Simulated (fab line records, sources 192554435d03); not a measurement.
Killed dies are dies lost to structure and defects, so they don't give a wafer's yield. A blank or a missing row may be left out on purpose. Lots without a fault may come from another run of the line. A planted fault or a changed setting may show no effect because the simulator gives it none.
fab line records | flow n5_finfet
record lots=7 wafers=39
route steps=1938 shown BEOL_M4@1023 BEOL_M6@1239 BEOL_M9@1440
start_h: hours from the record's first day to the start of the lot's first wafer shown | wait_h: hours since the lot's step before | " the same as in the row above | L1.1+2: a row that stands for several wafers | - no value, or no start given | * or withheld: withheld | < > ~ a bound
route shown NAME@n: a module of which the file shows steps, and the number in the route of the first | usual: mean/standard deviation of fault-free wafers | same: alike in all rows | chamber/n: place in a boat | sites: the reading at each site | _std_site: their standard deviation | _edge_site: outer sites' mean less inner sites' | radius_mm: how far each site lies from the wafer's centre | mask NAME#n: copy n | behind: the tool/chamber that last shaped the wafer | hold: why the lot was held/for how many hours/how that ended | device: the transistor (n, p or np) that didn't switch | end of line: the same wafers' tests at the end of the route | a step without rows: its recipe alone | killed: dies lost to structure and defects at the first sort, not the wafer's yield | map: a wafer's dies, x killed, . not, _ none there
set.NAME: the setting as run; set.NAME@STEP: as run at that earlier step | model.NAME: the simulator's own value behind a step, which no gauge read
lots whose settings were changed on purpose; a table a step, a row a wafer
## steps
# step N5_BEOL_M4_PECVD_72
# recipe material=SiO2 target_thk_a=160 temp_c=400 precursor=TEOS/O2 pressure_torr=5.5 rf_w=450 teos_flow_sccm=53.8 gas=O2 flow_sccm=3000 time_s=18
# columns lot.wafer tool chamber start_h wait_h set.time_s model.SiO2_of_BEOL_M4_PECVD_72.thk_nm
L074.1 pecvd-01 1 166.05 0.0 27.73 23.8
L074.2 " 2 " " 18 15.8
L074.3 " 0 " " 18 15.6
L074.4 " 1 " " 27.73 24.6
L074.5 " 2 " " 27.73 24.2
L074.6 " 0 " " 18 16
L076.1+4+5 pecvd-01 2,0,1 177.59 0.0 18 15.8
L076.2+3 " 1,0 " " 18 15.6
L076.6 " 2 " " 18 16
L082.1+2 pecvd-01 0,2 215.56 0.0 18 15.4
L082.3 " 1 " " 18 15.8
L082.4+5 " 2,1 " " 24.89 21.8
L082.6 " 0 " " 24.89 21.6
L084.1+5 pecvd-03 1 229.44 0.0 18 15.6
L084.2 " 2 " " 18 15.4
L086.1+3+5 pecvd-03 2,1,1 234.70 0.0 18 15.6
L086.2 " 0 " " 10.97 9.4
L086.4 " 0 " " 10.97 9.6
L086.6 " 2 " " 10.97 9.8
L091.1 pecvd-01 2 269.84 0.0 18 15.6
L091.2+5 " 0,2 " " 28.3 24.8
L091.3 " 1 " " 18 15.8
L091.4 " 0 " " 28.3 25
L091.6 " 1 " " 18 16
L093.1 pecvd-02 1 285.94 0.0 22.54 19.6
L093.2 " 0 " " 18 15.6
L093.3+5 " 2,0 " " 18 15.8
L093.4+6 " 1,2 " " 22.54 20
# step N5_BEOL_M6_TRENCH_ETCH_37
# recipe chemistry=C4F6/O2 target_depth_a=944.35 target=SiCOH_lowk time_s=31.5 ion_energy_ev=250 pressure_mtorr=30 source_w=345 bias_w=185 Ar_flow_sccm=300 C4F6_flow_sccm=10 O2_flow_sccm=10
# columns lot.wafer tool chamber start_h wait_h set.target_depth_a model.etch.depth_nm model.BEOL_M6.feature_depth_nm model.TiN_of_BEOL_M6_HM_DEP_02.thk_nm
L074.1 rie_diel-06 1 - - 944.35 99.48 99.4 17.2
L074.2 " 0 " " 944.35 93.93 94 17.6
L074.3 " 2 " " 1199 119.4 119.4 16.4
L074.4 " 3 " " 944.35 95.08 95 17
L074.5 " 0 " " 1199 118.7 118.6 16.4
L074.6 " 1 " " 1199 126.1 126 16.2
L076.1 rie_diel-06 1 - - 944.35 99.51 99.6 17.4
L076.2 " 0 " " 781.3 76.41 76.4 17.8
L076.3 " 3 " " 781.3 78.15 78.2 17.4
L076.4 " 2 " " 781.3 78.13 78.2 18.2
L076.5 " 3 " " 944.35 93.66 93.6 17.4
L076.6 " 0 " " 944.35 93.43 93.4 17.4
L082.1 rie_diel-04 0 - - 801.2 80.87 80.8 17.6
L082.2 " 2 " " 944.35 96.34 96.4 17.6
L082.3 " 3 " " 801.2 81.8 81.8 17.8
L082.4 " 3 " " 801.2 82.01 82 18.2
L082.5 " 0 " " 944.35 95.78 95.8 17.2
L082.6 " 2 " " 944.35 95.91 96 17.6
L084.1 rie_diel-04 1 - - 944.35 93.23 93.2 16.6
L084.2 " 3 " " 944.35 95.41 95.4 17
L084.5 " 0 " " 944.35 93.47 93.4 17.2
L086.1 rie_diel-05 0 - - 944.35 93.12 93.2 16.6
L086.2 " 1 " " 944.35 95.55 95.6 17.2
L086.3 " 2 " " 464.2 46.48 46.4 18.4
L086.4 " 1 " " 464.2 46.78 46.8 18.6
L086.5 " 2 " " 464.2 46.3 46.4 18.6
L086.6 " 0 " " 944.35 93.01 93 17.2
L091.1 rie_diel-05 0 - - 944.35 91.22 91.2 17.8
L091.2 " 1 " " 944.35 95.22 95.2 17.2
L091.3 " 2 " " 1198 119.5 119.6 16.4
L091.4 " 1 " " 1198 121.7 121.8 16.6
L091.5 " 2 " " 1198 119.9 120 16.6
L091.6 " 0 " " 944.35 91.1 91.2 18
L093.1 rie_diel-05 1 - - 944.35 95.95 96 17.2
L093.2 " 0 " " 944.35 91.56 91.6 17.4
L093.3 " 2 " " 944.35 95.4 95.4 17
L093.4 " 3 " " 944.35 95.79 95.8 16.6
L093.5 " 2 " " 944.35 94.73 94.8 16.6
L093.6 " 3 " " 944.35 95.35 95.4 17.2
# step N5_BEOL_M6_ETCH_41
# recipe chemistry=CH3F/O2 target=SiCN target_depth_a=297 taper_deg=2 time_s=52 ion_energy_ev=120 mask_material=TiN pressure_mtorr=30 source_w=395 bias_w=75 Ar_flow_sccm=150 CH3F_flow_sccm=30 O2_flow_sccm=20
# step N5_BEOL_M6_STRIP_80
# recipe chemistry=N2/H2 time_s=10 power_w=450 temp_c=40 pressure_mtorr=20 rf_frequency_hz=6e+07 bias_power_w=7 n2_flow_sccm=200 h2_flow_sccm=200
# step N5_BEOL_M6_OCD_MEAS_38
# usual trench_depth_nm=94.8/1.9
# columns lot.wafer tool chamber start_h wait_h set.target_depth_a@BEOL_M6_TRENCH_ETCH_37 trench_depth_nm
L074.1 ocd-02 - 194.70 - 944.35 99.6
L074.2 " - " " 944.35 93.9
L074.3 " - " " 1199 119.7
L074.4 " - " " 944.35 94.9
L074.5 " - " " 1199 118.6
L074.6 " - " " 1199 126.1
L076.1 ocd-01 - 211.60 - 944.35 100.0
L076.2 " - " " 781.3 76.2
L076.3 " - " " 781.3 77.7
L076.4 " - " " 781.3 77.9
L076.5 " - " " 944.35 94.2
L076.6 " - " " 944.35 93.2
L082.1 ocd-01 - 243.66 - 801.2 81.1
L082.2 " - " " 944.35 97.0
L082.3 " - " " 801.2 81.7
L082.4 " - " " 801.2 81.9
L082.5 " - " " 944.35 95.4
L082.6 " - " " 944.35 95.9
L084.1 ocd-01 - 262.39 - 944.35 93.3
L084.2 " - " " 944.35 95.3
L084.5 " - " " 944.35 93.4
L086.1 ocd-02 - 266.82 - 944.35 93.4
L086.2 " - " " 944.35 95.5
L086.3 " - " " 464.2 46.3
L086.4 " - " " 464.2 46.9
L086.5 " - " " 464.2 46.4
L086.6 " - " " 944.35 93.5
L091.1 ocd-02 - 309.63 - 944.35 91.0
L091.2 " - " " 944.35 95.0
L091.3 " - " " 1198 119.3
L091.4 " - " " 1198 121.9
L091.5 " - " " 1198 119.8
L091.6 " - " " 944.35 90.8
L093.1 ocd-01 - 314.73 - 944.35 96.4
L093.2 " - " " 944.35 91.6
L093.3 " - " " 944.35 94.8
L093.4 " - " " 944.35 96.6
L093.5 " - " " 944.35 95.2
L093.6 " - " " 944.35 95.5
# step N5_BEOL_M6_HM_STRIP_39
# recipe chemistry=peroxide_tin_strip material=TiN target_depth_a=250 temp_c=50 time_s=158
# step N5_BEOL_M6_SRD_40
# recipe time_s=30 temp_c=23 rinse_liquid=diw dry=ipa_marangoni
# step N5_BEOL_M6_ECD_50
# recipe material=Cu target_thk_a=3000
# step N5_BEOL_M6_ANNEAL_51
# recipe temp_c=225 time_s=90 ambient=N2
# step N5_BEOL_M6_CMP_52
# recipe stop_on=SiCOH_lowk t_overpolish_s=6.9 down_force_psi=1 platen_rpm=50 clearing_platen_down_force_psi=1.5 clearing_platen_rpm=50 post_cmp_clean=cu_alkaline target_thk_nm=80 clearing_platen_pad_velocity_m_s=0.99484 pad_velocity_m_s=0.99484
# columns lot.wafer tool chamber start_h wait_h set.target_depth_a@BEOL_M6_TRENCH_ETCH_37 model.Cu_of_BEOL_M6_ECD_50.thk_nm
L074.4 cmp-02 3 197.99 0.1 944.35 82.6
L074.2 " 0 " " 944.35 80
L074.1 " 1 " " 944.35 83.8
L074.3 " 2 " " 1199 109.2
L074.6 " 3 " " 1199 112.4
L074.5 " 0 " " 1199 104.8
L076.2 cmp-03 0 215.21 0.2 781.3 60.6
L076.1 " 1 " " 944.35 84.4
L076.4 " 2 " " 781.3 61.8
L076.3 " 3 " " 781.3 62.6
L076.5 " 0 " " 944.35 79.2
L076.6 " 1 " " 944.35 77
L082.2 cmp-02 3 245.63 0.2 944.35 83
L082.4 " 0 " " 801.2 68.6
L082.3 " 1 " " 801.2 65.6
L082.1 " 2 " " 801.2 69.2
L082.6 " 3 " " 944.35 82.8
L082.5 " 0 " " 944.35 80.6
L084.2 cmp-01 0 265.47 0.4 944.35 82.6
L084.1 " 1 " " 944.35 80
L084.5 " 0 " " 944.35 79.6
L086.1 cmp-02 2 270.42 0.5 944.35 79.8
L086.3 " 3 " " 464.2 32.4
L086.2 " 0 " " 944.35 80.6
L086.4 " 1 " " 464.2 31.2
L086.6 " 2 " " 944.35 80.8
L086.5 " 3 " " 464.2 32.2
L091.1 cmp-01 2 312.65 0.3 944.35 77
L091.4 " 3 " " 1198 107.4
L091.3 " 0 " " 1198 106.6
L091.2 " 1 " " 944.35 81.2
L091.5 " 2 " " 1198 104.8
L091.6 " 3 " " 944.35 76.6
L093.3+5 cmp-02 2 317.52 0.2 944.35 83.6
L093.4 " 3 " " 944.35 82
L093.1 " 0 " " 944.35 81.4
L093.2 " 1 " " 944.35 75.4
L093.6 " 3 " " 944.35 81.8
# step N5_BEOL_M6_THK_MEAS_53
# recipe thk_meas_gauge=xrf reads=Cu_of_BEOL_M6_ECD_50
# usual M6_THK=80.0/2.4
# columns lot.wafer tool chamber start_h wait_h set.target_depth_a@BEOL_M6_TRENCH_ETCH_37 M6_THK[nm]
L074.1 film_metro-02 - 198.29 - 944.35 83.9
L074.2 " - " " 944.35 79.9
L074.3 " - " " 1199 108.6
L074.4 " - " " 944.35 82.5
L074.5 " - " " 1199 104.4
L074.6 " - " " 1199 112.4
L076.1 film_metro-01 - 215.50 - 944.35 83.9
L076.2 " - " " 781.3 60.3
L076.3 " - " " 781.3 62.3
L076.4 " - " " 781.3 61.8
L076.5 " - " " 944.35 78.8
L076.6 " - " " 944.35 76.5
L082.1 film_metro-01 - 245.92 - 801.2 69.3
L082.2 " - " " 944.35 82.8
L082.3 " - " " 801.2 65.5
L082.4 " - " " 801.2 68.7
L082.5 " - " " 944.35 80.6
L082.6 " - " " 944.35 82.8
L084.1 film_metro-02 - 265.76 - 944.35 80.4
L084.2 " - " " 944.35 82.6
L084.5 " - " " 944.35 79.8
L086.1 film_metro-01 - 270.71 - 944.35 79.6
L086.2 " - " " 944.35 80.5
L086.3 " - " " 464.2 32.4
L086.4 " - " " 464.2 30.9
L086.5 " - " " 464.2 32.0
L086.6 " - " " 944.35 80.2
L091.1 film_metro-02 - 312.95 - 944.35 77.1
L091.2 " - " " 944.35 81.4
L091.3 " - " " 1198 106.9
L091.4 " - " " 1198 107.8
L091.5 " - " " 1198 105.3
L091.6 " - " " 944.35 76.9
L093.1 film_metro-01 - 317.81 - 944.35 80.5
L093.2 " - " " 944.35 74.5
L093.3 " - " " 944.35 82.4
L093.4 " - " " 944.35 81.0
L093.5 " - " " 944.35 82.7
L093.6 " - " " 944.35 80.9
# step N5_BEOL_M6_PRE_CLEAN_55
# recipe gas=NH3 time_s=15 temp_c=withheld rf_power_w=300
# step N5_BEOL_M6_DEP_56
# recipe material=SiCN target_thk_a=100 temp_c=withheld precursor=3MS/NH3 pressure_torr=3 rf_w=202 time_s=17.5
# step N5_BEOL_M6_RS_MEAS_57
# recipe thk_meas_gauge=four-point-probe reads=Cu_of_BEOL_M6_ECD_50+Co_of_BEOL_M6_CVD_78+TaN_of_BEOL_M6_ALD_77
# usual M6_RS=0.286/0.0099
# columns lot.wafer tool chamber start_h wait_h set.target_depth_a@BEOL_M6_TRENCH_ETCH_37 M6_RS[ohm/sq]
L074.1 film_metro-01 - 198.42 0.1 944.35 0.271
L074.2 " - " " 944.35 0.286
L074.3 " - " " 1199 0.200
L074.4 " - " " 944.35 0.275
L074.5 " - " " 1199 0.209
L074.6 " - " " 1199 0.193
L076.1 film_metro-02 - 215.63 0.1 944.35 0.270
L076.2 " - " " 781.3 0.399
L076.3 " - " " 781.3 0.384
L076.4 " - " " 781.3 0.390
L076.5 " - " " 944.35 0.290
L076.6 " - " " 944.35 0.299
L082.1 film_metro-02 - 246.05 0.1 801.2 0.340
L082.2 " - " " 944.35 0.274
L082.3 " - " " 801.2 0.363
L082.4 " - " " 801.2 0.343
L082.5 " - " " 944.35 0.283
L082.6 " - " " 944.35 0.275
L084.1 film_metro-02 - 265.90 0.1 944.35 0.286
L084.2 " - " " 944.35 0.275
L084.5 " - " " 944.35 0.287
L086.1 film_metro-02 - 270.84 0.1 944.35 0.288
L086.2 " - " " 944.35 0.283
L086.3 " - " " 464.2 0.887
L086.4 " - " " 464.2 0.937
L086.5 " - " " 464.2 0.899
L086.6 " - " " 944.35 0.283
L091.1 film_metro-02 - 313.08 0.1 944.35 0.301
L091.2 " - " " 944.35 0.282
L091.3 " - " " 1198 0.206
L091.4 " - " " 1198 0.204
L091.5 " - " " 1198 0.209
L091.6 " - " " 944.35 0.302
L093.1 film_metro-02 - 317.94 0.1 944.35 0.281
L093.2 " - " " 944.35 0.308
L093.3 " - " " 944.35 0.273
L093.4 " - " " 944.35 0.279
L093.5 " - " " 944.35 0.273
L093.6 " - " " 944.35 0.279
# step N5_BEOL_M9_ETCH_66
# recipe chemistry=N2/H2 target=SOC target_depth_a=800 overetch_a=160 mask_material=SiARC temp_c=40 time_s=120 ion_energy_ev=200 pressure_mtorr=30 source_w=840 bias_w=150 n2_flow_sccm=200 h2_flow_sccm=200
# columns lot.wafer tool chamber start_h wait_h set.time_s model.etch.depth_nm model.SiARC_of_BEOL_M9_COAT_64.thk_nm
L074.1 rie_diel-01 2 223.73 0.0 120 60.05 6.6
L074.2 " 0 " " 120 59.98 6.2
L074.3 " 3 " " 71.03 59.21 8.6
L074.4 " 1 " " 71.03 56.47 8.6
L074.5 " 0 " " 120 59.91 6.2
L074.6 " 1 " " 71.03 56.49 8.6
L076.1 rie_diel-02 0 240.83 0.0 120 60.16 6.4
L076.2 " 1 " " 120 60.09 6.6
L076.3 " 2 " " 55.77 42.35 9.6
L076.4 " 3 " " 120 60.24 6.4
L076.5 " 3 " " 55.77 44.51 9.4
L076.6 " 0 " " 55.77 44.45 9.4
L082.1 rie_diel-02 0 268.43 0.0 120 59.91 6.4
L082.2 " 2 " " 120 60.04 6.8
L082.3 " 3 " " 120 60.06 6.2
L082.4 " 1 " " 120 60.1 6.6
L082.5 " 0 " " 120 60.17 6.4
L082.6 " 3 " " 120 60.21 6.2
L084.1 rie_diel-01 1 288.59 0.0 120 59.95 6.2
L084.2 " 0 " " 120 60.02 6.4
L084.5 " 0 " " 120 60.2 6.2
L086.1 rie_diel-02 1 295.41 0.0 120 59.91 6.6
L086.2 " 0 " " 120 59.97 6.4
L086.3 " 3 " " 120 60.1 6.2
L086.4 " 2 " " 120 60.02 6.8
L086.5 " 0 " " 120 60.04 6.4
L086.6 " 3 " " 120 59.96 6.2
L091.1 rie_diel-03 0 332.11 0.0 120 60.48 6.6
L091.2 " 2 " " 156.6 60.28 4.6
L091.3 " 1 " " 156.6 60.42 4.8
L091.4 " 3 " " 156.6 60.29 5.4
L091.5 " 1 " " 120 60.64 6.4
L091.6 " 0 " " 120 60.41 6.6
L093.1 rie_diel-03 1 343.25 0.0 84.99 60.5 8
L093.2 " 2 " " 120 60.37 6.4
L093.3 " 3 " " 84.99 60.46 8.4
L093.4 " 0 " " 120 60.39 6.6
L093.5 " 0 " " 84.99 60.4 8.2
L093.6 " 1 " " 120 60.33 6.4
## key
split step=N5_BEOL_M4_PECVD_72 setting=time_s stated=18 by=wafer
response step=N5_BEOL_M4_PECVD_72 reading=model.SiO2_of_BEOL_M4_PECVD_72.thk_nm change=+0.158 per=1% r=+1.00
split step=N5_BEOL_M6_TRENCH_ETCH_37 setting=target_depth_a stated=944.35 by=wafer
response step=N5_BEOL_M6_TRENCH_ETCH_37 reading=model.etch.depth_nm change=+0.957 per=1% r=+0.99
response step=N5_BEOL_M6_TRENCH_ETCH_37 reading=model.BEOL_M6.feature_depth_nm change=+0.958 per=1% r=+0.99
response step=N5_BEOL_M6_TRENCH_ETCH_37 reading=model.TiN_of_BEOL_M6_HM_DEP_02.thk_nm change=-0.0321 per=1% r=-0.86
response step=N5_BEOL_M6_OCD_MEAS_38 reading=trench_depth_nm change=+0.964 per=1% r=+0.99
response step=N5_BEOL_M6_CMP_52 reading=model.Cu_of_BEOL_M6_ECD_50.thk_nm change=+0.98 per=1% r=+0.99
response step=N5_BEOL_M6_THK_MEAS_53 reading=M6_THK change=+0.977 per=1% r=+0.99
response step=N5_BEOL_M6_RS_MEAS_57 reading=M6_RS change=-0.00855 per=1% r=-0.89
split step=N5_BEOL_M9_ETCH_66 setting=time_s stated=120 by=wafer
response step=N5_BEOL_M9_ETCH_66 reading=model.etch.depth_nm shape=bent at_lowest=43.77 at_stated=60.14 at_highest=60.33
response step=N5_BEOL_M9_ETCH_66 reading=model.SiARC_of_BEOL_M9_COAT_64.thk_nm change=-0.0558 per=1% r=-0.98
